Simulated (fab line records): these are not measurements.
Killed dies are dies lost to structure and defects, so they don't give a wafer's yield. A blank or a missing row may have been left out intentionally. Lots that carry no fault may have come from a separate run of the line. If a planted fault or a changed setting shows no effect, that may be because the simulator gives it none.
The same fault as seen by 2 desks    flow n5_finfet    what lay behind the numbers comes last; until then each desk has only its own

THE TOOL OWNER'S DESK: euv_scanner-01
The tool's own readings at N5_BEOL_M4_EXPOSE_25 (exposes mask V3, defocus 5 nm): means of the sampled wafers that have a number, for each lot that ran on this tool. If a lot's mean is further than 4 standard deviations from the usual mean, the lot is out of limits and carries the mark OUT (the distance appears in the brackets).
Columns: A = exposure_dose_mJ_cm2 at N5_BEOL_M4_EXPOSE_25, usual 62.96
lot   first seen here  A
L487  day 9 06:29      62.98
L490  day 9 15:47      63.02
L491  day 9 21:52      62.93
L495  day 11 17:24     62.99
L499  day 12 05:22     62.99
This desk found nothing out of limits on any of the 5 lots.

AT THE METROLOGY DESK
What the gauges read, lot by lot, whatever tool the lot ran on: means of the sampled wafers that have a number. If a lot's mean is further than 4 standard deviations from the usual mean, the lot is out of limits and carries the mark OUT (the distance appears in the brackets). Shown are 7 of the 11 readings it has, namely the first that went out of limits plus those furthest out on some lot.
Columns: A = cd_nm at N5_BEOL_M4_CD_MEAS_28, usual 26.17 nm; B = DIBL_N at N5_BEOL_M4_RC_MEAS_101, usual 36.3 mV/V; C = IOFF_P at N5_BEOL_M4_RC_MEAS_101, usual 0.22 nA/um; D = ION_N at N5_BEOL_M4_RC_MEAS_101, usual 672 uA/um; E = ION_P at N5_BEOL_M4_RC_MEAS_101, usual 462 uA/um; F = SS_P at N5_BEOL_M4_RC_MEAS_101, usual 73.3 mV/dec; G = VT_P at N5_BEOL_M4_RC_MEAS_101, usual -249 mV
lot   first seen here  A                B     C     D    E    F     G
L483  day 8 02:45      26.07            36.4  0.23  685  465  73.3  -250
L484  day 8 03:54      26.37            34.8  0.20  672  464  73.3  -248
L487  day 9 06:38      26.13            34.4  0.17  661  455  72.1  -251
L490  day 9 15:56      26.37            35.5  0.19  665  459  73.3  -252
L491  day 9 21:59      26.13            38.9  0.24  678  463  73.6  -248
L495  day 11 17:33     26.25            34.5  0.21  667  461  73.6  -250
L499  day 12 05:30     22.58 (-16) OUT  36.8  0.21  688  474  73.5  -250
L504  day 14 02:13     25.97            35.0  0.17  659  452  72.7  -253
This desk's verdict: out of limits on L499, starting with L499 at day 12 05:30 (cd_nm at N5_BEOL_M4_CD_MEAS_28). L483, L484, L487, L490, L491, L495, L504 stayed within limits.

ALL TOGETHER
Metrology desk: alarm possible at day 12 05:30 on L499.
Nothing out of limits was seen by the tool owner's desk.
On record at the tool owner's desk: L499, within its limits.
Every lot named ran N5_BEOL_M4_EXPOSE_25 on euv_scanner-01.

WHAT HAD BEEN PUT IN BY THE SIMULATOR
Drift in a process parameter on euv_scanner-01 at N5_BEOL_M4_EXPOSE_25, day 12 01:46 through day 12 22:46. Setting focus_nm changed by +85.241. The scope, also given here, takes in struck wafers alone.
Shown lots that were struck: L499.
Per desk, hours elapsed from the start of the fault to the first reading out of limits: for the metrology desk, 4.
